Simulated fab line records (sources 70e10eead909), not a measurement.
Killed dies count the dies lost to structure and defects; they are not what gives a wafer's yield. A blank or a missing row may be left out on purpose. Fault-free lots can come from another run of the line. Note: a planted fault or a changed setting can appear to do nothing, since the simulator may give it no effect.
fab line records ; flow nand-harc
[record] lots = 12; wafers = 36; last-day = 32
route steps=1302 shown P_GATE@170 END@1302
lots with no fault: from the same line, run without faults
start-h: start of the lot's first displayed wafer, in hours after the record's first day ; wait-h: hours elapsed since this lot's preceding step ; " identical to the entry in the row above ; L1.1+2: a row that stands for several wafers ; - either no value or no given start ; * or withheld: withheld ; < > ~ a bound
route shown NAME@n: NAME is a module with steps in the file, n the number in the route of the first one ; usual: average and standard deviation across the fault-free wafers ; same: alike in all rows ; chamber/n: place in a boat ; sites: per-site readings ; _std_site: standard deviation across them ; _edge_site: inner sites' mean taken away from outer sites' mean ; radius-mm: for every site, how far away it sits from the centre of the wafer ; mask NAME#n: copy n ; behind: the tool/chamber that last shaped the wafer ; hold: cause of the lot's hold/its duration in hours/its outcome ; device: names the non-switching transistor (n, p or np) ; end of line: at the end of the route, the tests of the same wafers ; for a step that has no rows: nothing shown but its recipe ; killed: not the wafer's yield, but the dies lost to structure and defects at the first sort ; map: a wafer's dies, marking killed ones x, the rest . and places with no die _
set.NAME: the setting the step ran with; set.NAME@STEP: the setting that earlier step ran with ; model.NAME: the simulator's own value behind a step, which no gauge read
route steps across a sampled set of lots; one table per step, one row per wafer
services: from which hour (start-h, from the record's first day; less than 0 if before it) a tool's chamber was out of use, for how many hours, and why
[[steps]]
[step NHARC_P_GATE_CD_MEAS_46]
[recipe] target-cd-nm = 720; landing-energy-ev = 500
[usual] cd-nm = 718.2/2.2
[same] landing-energy-ev = 500
lot.wafer;tool;chamber;start-h;wait-h;cd-nm
L397.3;cd-sem-01;0;108.10;-;718.7
L397.5;cd-sem-01;0;108.10;-;720.8
L397.6;cd-sem-01;0;108.10;-;717.3
L398.1;cd-sem-03;0;120.68;-;718.1
L398.2;cd-sem-03;0;120.68;-;718.2
L398.5;cd-sem-03;0;120.68;-;718.7
L401.2;cd-sem-01;0;146.62;-;720.0
L401.4;cd-sem-01;0;146.62;-;714.2
L401.5;cd-sem-01;0;146.62;-;716.4
L409.1;cd-sem-03;0;228.09;-;715.0
L409.2;cd-sem-03;0;228.09;-;721.0
L409.6;cd-sem-03;0;228.09;-;719.3
L411.1;cd-sem-02;0;249.91;-;721.8
L411.2;cd-sem-02;0;249.91;-;721.5
L411.4;cd-sem-02;0;249.91;-;719.9
L410.1;cd-sem-03;0;250.49;-;717.0
L410.3;cd-sem-03;0;250.49;-;718.8
L410.4;cd-sem-03;0;250.49;-;714.8
L413.3;cd-sem-01;0;272.07;-;719.9
L413.5;cd-sem-01;0;272.07;-;716.4
L413.6;cd-sem-01;0;272.07;-;720.8
L414.1;cd-sem-03;0;279.72;-;719.9
L414.4;cd-sem-03;0;279.72;-;719.5
L414.6;cd-sem-03;0;279.72;-;717.1
L415.2;cd-sem-02;0;287.44;-;720.2
L415.3;cd-sem-02;0;287.44;-;718.1
L415.5;cd-sem-02;0;287.44;-;717.4
L416.1;cd-sem-01;0;296.04;-;718.2
L416.4;cd-sem-01;0;296.04;-;719.9
L416.5;cd-sem-01;0;296.04;-;717.6
L418.2;cd-sem-02;0;323.79;-;717.1
L418.4;cd-sem-02;0;323.79;-;715.5
L418.5;cd-sem-02;0;323.79;-;720.6
L419.1;cd-sem-01;0;329.96;-;716.7
L419.4;cd-sem-01;0;329.96;-;719.1
L419.5;cd-sem-01;0;329.96;-;716.2
[step NHARC_P_GATE_EXPOSE_88]
[recipe] na = 0.6; target-cd-nm = 2000; dose-mj = 11.87; mask-id = P_HVN
[same] na = 0.6
lot.wafer;tool;chamber;start-h;wait-h;mask
L397.3+5+6;krf-scanner-04;0;111.31;-;P_HVN#0
L398.1+2+5;krf-scanner-04;0;123.74;-;P_HVN#0
L401.2+4+5;krf-scanner-04;0;149.73;-;P_HVN_R1#0
L409.1+2+6;krf-scanner-03;0;231.15;-;P_HVN#0
L411.1+2+4;krf-scanner-03;0;253.22;-;P_HVN#0
L410.1+3+4;krf-scanner-02;0;254.26;-;P_HVN#0
L413.3+5+6;krf-scanner-02;0;275.38;-;P_HVN#0
L414.1+4+6;krf-scanner-02;0;282.92;-;P_HVN#0
L415.2+3+5;krf-scanner-03;0;290.63;-;P_HVN#0
L416.1+4+5;krf-scanner-03;0;299.23;-;P_HVN#0
L418.2+4+5;krf-scanner-02;0;327.10;-;P_HVN#0
L419.1+4+5;krf-scanner-03;0;333.40;-;P_HVN#0
[step NHARC_P_GATE_CD_MEAS_91]
[recipe] target-cd-nm = 2000; landing-energy-ev = 500
[usual] cd-nm = 1999.7/2.9
[same] landing-energy-ev = 500
lot.wafer;tool;chamber;start-h;wait-h;hold;cd-nm
L397.3;cd-sem-03;0;111.45;-;-;2003.7
L397.5;cd-sem-03;0;111.45;-;-;2005.2
L397.6;cd-sem-03;0;111.45;-;-;2001.0
L398.1;cd-sem-02;0;123.90;-;-;2004.9
L398.2;cd-sem-02;0;123.90;-;-;2003.4
L398.5;cd-sem-02;0;123.90;-;-;2004.6
L401.2;cd-sem-01;0;149.88;-;await-dispo/0.2h/release;1875.2
L401.4;cd-sem-01;0;149.88;-;await-dispo/0.2h/release;1877.2
L401.5;cd-sem-01;0;149.88;-;await-dispo/0.2h/release;1878.6
L401.2;cd-sem-01;0;-;-;-;1874.9
L401.4;cd-sem-01;0;-;-;-;1877.2
L401.5;cd-sem-01;0;-;-;-;1878.3
L409.1;cd-sem-01;0;231.30;-;-;2002.3
L409.2;cd-sem-01;0;231.30;-;-;1998.6
L409.6;cd-sem-01;0;231.30;-;-;2002.8
L411.1;cd-sem-01;0;253.38;-;-;1994.7
L411.2;cd-sem-01;0;253.38;-;-;1995.6
L411.4;cd-sem-01;0;253.38;-;-;1999.6
L410.1;cd-sem-02;0;254.41;-;-;2000.3
L410.3;cd-sem-02;0;254.41;-;-;2002.4
L410.4;cd-sem-02;0;254.41;-;-;2000.7
L413.3;cd-sem-02;0;275.53;-;-;1996.9
L413.5;cd-sem-02;0;275.53;-;-;1996.3
L413.6;cd-sem-02;0;275.53;-;-;1997.8
L414.1;cd-sem-01;0;283.07;-;-;1997.5
L414.4;cd-sem-01;0;283.07;-;-;2000.8
L414.6;cd-sem-01;0;283.07;-;-;2001.9
L415.2;cd-sem-02;0;290.79;-;-;1997.6
L415.3;cd-sem-02;0;290.79;-;-;2000.9
L415.5;cd-sem-02;0;290.79;-;-;2002.6
L416.1;cd-sem-01;0;299.39;-;-;1997.0
L416.4;cd-sem-01;0;299.39;-;-;1996.3
L416.5;cd-sem-01;0;299.39;-;-;1998.1
L418.2;cd-sem-03;0;327.26;-;-;2000.8
L418.4;cd-sem-03;0;327.26;-;-;1994.6
L418.5;cd-sem-03;0;327.26;-;-;1997.9
L419.1;cd-sem-02;0;333.56;-;-;1996.9
L419.4;cd-sem-02;0;333.56;-;-;1996.0
L419.5;cd-sem-02;0;333.56;-;-;1997.9
[step NHARC_P_GATE_DESCUM_93]
[recipe] time-s = 3; o2-flow-sccm = 200; ar-flow-sccm = 0; bias-power-w = 0; chemistry = O2
[usual] drypump-motor-current-A = 5.8/0.36; oes-product-au = 1.001/0.012; rf-vpp-V = 58.0/0.94; showerhead-plenum-p-Torr = 1.94/0.083; throttle-valve-pct = 11.310/0.0089
lot.wafer;tool;chamber;start-h;wait-h;drypump-motor-current-A;oes-product-au;rf-hours-counter-h;rf-vpp-V;showerhead-plenum-p-Torr;throttle-valve-pct
L397.3;rie-diel-01;3;111.63;-;5.9;1.013;5;58.2;1.90;11.304
L397.5;rie-diel-01;2;111.63;-;5.7;0.981;-;57.1;2.04;11.293
L397.6;rie-diel-01;1;111.63;-;6.0;0.986;-;58.6;2.00;11.311
L398.1;rie-diel-04;3;124.07;-;5.2;1.000;6;57.3;1.79;11.304
L398.2;rie-diel-04;1;124.07;-;5.0;1.010;6;58.6;1.93;11.317
L398.5;rie-diel-04;3;124.07;-;5.3;0.985;-;57.5;1.79;11.315
L401.2;rie-diel-04;3;152.81;-;5.2;0.994;8;56.5;1.79;11.315
L401.5;rie-diel-04;3;152.81;-;5.2;0.994;-;57.5;1.79;11.314
L401.4;rie-diel-04;2;152.81;-;5.8;0.992;-;59.2;2.05;11.318
L409.1;rie-diel-04;2;231.47;-;5.8;0.971;2;57.9;2.05;11.306
L409.2;rie-diel-04;0;231.47;-;5.4;1.014;3;56.9;1.84;11.290
L409.6;rie-diel-04;1;231.47;-;5.0;0.981;-;58.4;1.93;11.317
L411.4;rie-diel-11;3;253.55;-;5.4;0.997;9;59.2;1.97;11.280
L411.2;rie-diel-11;0;253.55;-;6.1;0.993;8;58.4;1.96;11.300
L411.1;rie-diel-11;1;253.55;-;5.6;1.013;8;59.3;2.04;11.311
L410.4;rie-diel-01;0;254.57;-;6.4;0.995;3;56.8;1.83;11.310
L410.1;rie-diel-01;1;254.57;-;6.0;0.996;2;58.1;2.00;11.309
L410.3;rie-diel-01;2;254.57;-;5.7;1.014;2;58.8;2.04;11.318
L413.3;rie-diel-11;3;275.70;-;5.4;1.004;0;55.7;1.97;11.322
L413.6;rie-diel-11;2;275.70;-;5.9;1.006;-;57.7;1.95;11.314
L413.5;rie-diel-11;3;275.70;-;5.4;1.012;-;57.2;1.97;11.304
L414.1;rie-diel-01;3;283.25;-;5.8;0.998;5;58.4;1.90;11.291
L414.4;rie-diel-01;1;283.25;-;6.0;0.999;5;57.9;2.00;11.312
L414.6;rie-diel-01;3;283.25;-;5.8;1.007;-;58.1;1.90;11.320
L415.2;rie-diel-11;2;290.98;-;5.9;1.006;1;57.9;1.95;11.319
L415.3;rie-diel-11;3;290.98;-;5.3;1.000;1;57.6;1.97;11.306
L415.5;rie-diel-11;2;290.98;-;5.9;1.004;-;57.2;1.95;11.313
L416.4;rie-diel-01;3;299.56;-;5.9;0.995;6;57.0;1.90;11.318
L416.1;rie-diel-01;1;299.56;-;6.0;0.986;6;58.3;2.00;11.322
L416.5;rie-diel-01;2;299.56;-;5.7;1.004;-;59.0;2.03;11.311
L418.2;rie-diel-11;1;327.41;-;5.6;1.015;2;59.2;2.04;11.295
L418.5;rie-diel-11;1;327.41;-;5.6;1.008;-;58.0;2.04;11.316
L418.4;rie-diel-11;2;327.41;-;5.9;1.006;-;59.2;1.95;11.318
L419.1;rie-diel-11;2;333.76;-;5.9;1.002;2;57.5;1.95;11.307
L419.4;rie-diel-11;0;333.76;-;6.1;1.019;2;57.8;1.96;11.313
L419.5;rie-diel-11;1;333.76;-;5.6;1.010;-;57.5;2.04;11.321
[step NHARC_P_GATE_RTA_64]
[recipe] temp-c = 1050; time-s = 1
[usual] lamp-power-pct = 32.6/1.6; lamp_zone_3_pct = 32.6/1.6; wafer_temp_C_max = 1056.7/2.3
lot.wafer;tool;chamber;start-h;wait-h;lamp-power-pct;lamp_zone_3_pct;wafer_temp_C_max
L397.3;rtp-anneal-02;0;113.34;-;31.0;31.0;1054.8
L397.5;rtp-anneal-02;0;113.34;-;31.0;31.0;1053.8
L397.6;rtp-anneal-02;0;113.34;-;31.0;31.0;1055.4
L398.1;rtp-anneal-01;0;125.71;-;34.2;34.3;1059.3
L398.2;rtp-anneal-01;0;125.71;-;34.3;34.2;1058.0
L398.5;rtp-anneal-01;0;125.71;-;34.3;34.3;1058.7
L401.2;rtp-anneal-01;0;154.63;-;34.3;34.3;1057.6
L401.4;rtp-anneal-01;0;154.63;-;34.2;34.2;1059.6
L401.5;rtp-anneal-01;0;154.63;-;34.3;34.3;1060.1
L409.1;rtp-anneal-02;0;233.11;-;31.0;30.9;1053.5
L409.2;rtp-anneal-02;0;233.11;-;31.0;31.0;1054.6
L409.6;rtp-anneal-02;0;233.11;-;31.0;31.0;1053.0
L411.1;rtp-anneal-02;0;255.20;-;31.0;30.9;1053.9
L411.2;rtp-anneal-02;0;255.20;-;31.0;31.0;1055.4
L411.4;rtp-anneal-02;0;255.20;-;31.0;31.1;1056.8
L410.1;rtp-anneal-02;0;256.56;-;31.0;31.0;1054.9
L410.3;rtp-anneal-02;0;256.56;-;31.0;30.9;1055.0
L410.4;rtp-anneal-02;0;256.56;-;31.0;31.0;1055.4
L413.3;rtp-anneal-01;0;277.41;-;34.2;34.2;1057.2
L413.5;rtp-anneal-01;0;277.41;-;34.2;34.2;1058.7
L413.6;rtp-anneal-01;0;277.41;-;34.2;34.2;1059.1
L414.1;rtp-anneal-02;0;284.88;-;30.9;31.0;1056.4
L414.4;rtp-anneal-02;0;284.88;-;30.9;31.0;1057.4
L414.6;rtp-anneal-02;0;284.88;-;30.9;30.9;1054.2
L415.2;rtp-anneal-01;0;292.64;-;34.2;34.3;1059.3
L415.3;rtp-anneal-01;0;292.64;-;34.3;34.3;1058.1
L415.5;rtp-anneal-01;0;292.64;-;34.3;34.3;1058.3
L416.1;rtp-anneal-01;0;301.19;-;34.2;34.3;1059.5
L416.4;rtp-anneal-01;0;301.19;-;34.3;34.2;1057.8
L416.5;rtp-anneal-01;0;301.19;-;34.2;34.3;1057.1
L418.2;rtp-anneal-02;0;329.12;-;31.0;31.0;1053.0
L418.4;rtp-anneal-02;0;329.12;-;31.0;31.0;1054.8
L418.5;rtp-anneal-02;0;329.12;-;30.9;31.0;1052.9
L419.1;rtp-anneal-01;0;335.40;-;34.2;34.2;1057.4
L419.4;rtp-anneal-01;0;335.40;-;34.2;34.2;1058.4
L419.5;rtp-anneal-01;0;335.40;-;34.2;34.2;1059.5
[step NHARC_END_SORT_01]
[recipe] temp-c = 25
[usual] killed-at-array = 52/18; killed-at-other = 1.0/1.4; killed-at-periphery = 3.1/2.3; killed-dies = 56/17; killed-open = 3.0/1.7; killed-short = 2.5/1.7
[same] gross-dies = 677
lot.wafer;tool;chamber;start-h;wait-h;killed-at-array;killed-at-other;killed-at-periphery;killed-dies;killed-open;killed-short
L401.2;prober-01;0;626.98;2.8;64;0;5;69;4;3
L401.4;prober-01;0;628.59;3.4;62;2;2;66;2;1
L401.5;prober-01;0;629.40;3.7;86;2;3;91;3;2
// killed by level:class
L401.2 A_SLIT:chamber-film-flake=22 A_CHANNEL_HOLE_D1:chamber-film-flake=18 A_CHANNEL_HOLE_D2:chamber-film-flake=11 A_CHANNEL_FILL_D1:unspecified=4 P_CONTACT:geometric-particle:open=2 P_ZERO_WELL:chamber-film-flake=2 A_CHANNEL_FILL_D1:chamber-film-flake=2 A_DECK1_JOINT:chamber-film-flake=2
L401.4 A_SLIT:chamber-film-flake=22 A_CHANNEL_HOLE_D2:chamber-film-flake=14 A_CHANNEL_HOLE_D1:chamber-film-flake=13 A_CHANNEL_FILL_D1:unspecified=3 A_STAIRCASE:chamber-film-flake=3 A_WL_FILL:chamber-film-flake=2 A_M1:chamber-film-flake=2 THIN_TSV:chamber-film-flake=2
L401.5 A_CHANNEL_HOLE_D1:chamber-film-flake=26 A_SLIT:chamber-film-flake=24 A_CHANNEL_HOLE_D2:chamber-film-flake=20 A_CONTACT:chamber-film-flake=3 A_STAIRCASE:chamber-film-flake=3 P_ZERO_WELL:chamber-film-flake=2 A_CHANNEL_FILL_D1:unspecified=2 A_DECK1_JOINT:chamber-film-flake=2
[[services]]
tool;chamber;start-h;hours;kind
krf-scanner-02;-;94.00;4.0;pm
rie-diel-01;0;98.42;22.5;repair
krf-scanner-04;-;106.43;0.9;repair
rtp-anneal-02;-;109.91;1.6;repair
rie-diel-04;3;113.60;2.4;repair
rie-diel-04;1;126.25;39.3;repair
krf-scanner-03;-;127.74;4.0;pm
rie-diel-11;1;155.33;12.0;repair
rie-diel-04;-;177.90;9.0;pm
krf-scanner-03;-;197.83;2.9;repair
rie-diel-01;-;203.80;9.0;pm
krf-scanner-02;-;213.15;18.1;repair
rie-diel-11;1;230.55;4.0;repair
rie-diel-11;-;234.75;0.2;repair
krf-scanner-03;-;253.42;4.9;repair
rie-diel-11;-;255.50;9.0;pm
krf-scanner-02;-;266.00;4.0;pm
rie-diel-11;0;269.67;9.7;repair
krf-scanner-02;-;291.52;8.8;repair
krf-scanner-03;-;299.74;4.0;pm
krf-scanner-02;-;302.04;0.1;repair
rie-diel-11;-;311.39;0.4;repair
rie-diel-11;3;322.31;9.8;repair
rie-diel-01;1;326.90;7.0;repair
[[key]]
[first-sign] step = NHARC_P_GATE_EXPOSE_88; reading = mask; direction = changed
[effect] step = NHARC_P_GATE_CD_MEAS_91; reading = visit; direction = added
[effect] step = NHARC_P_GATE_CD_MEAS_91; reading = cd-nm; direction = down; sigmas = 43; usual = 1999.7; struck = 1877.0
met-at NHARC_P_GATE_EXPOSE_88
struck-lots L401
tester-left-out L401
not-acting-at NHARC_P_GATE_CD_MEAS_46,NHARC_P_GATE_DESCUM_93,NHARC_P_GATE_RTA_64
onset-between 123.74 149.73
[fault] kind = wrong-mask; tool = any; chamber = -; onset-h = 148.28; steps = NHARC_P_GATE_EXPOSE_88; aux-copy = P_HVN_R1#0; cd-offset-nm = -124.57; scope = struck-lots-only
// tester-left-out: of these lots the tester's yield and bins aren't shown, on N5 and GAA mostly nor the transistor test; their killed dies are dies lost to structure and defects alone, not to doping, threshold or leakage, so they don't give the yield
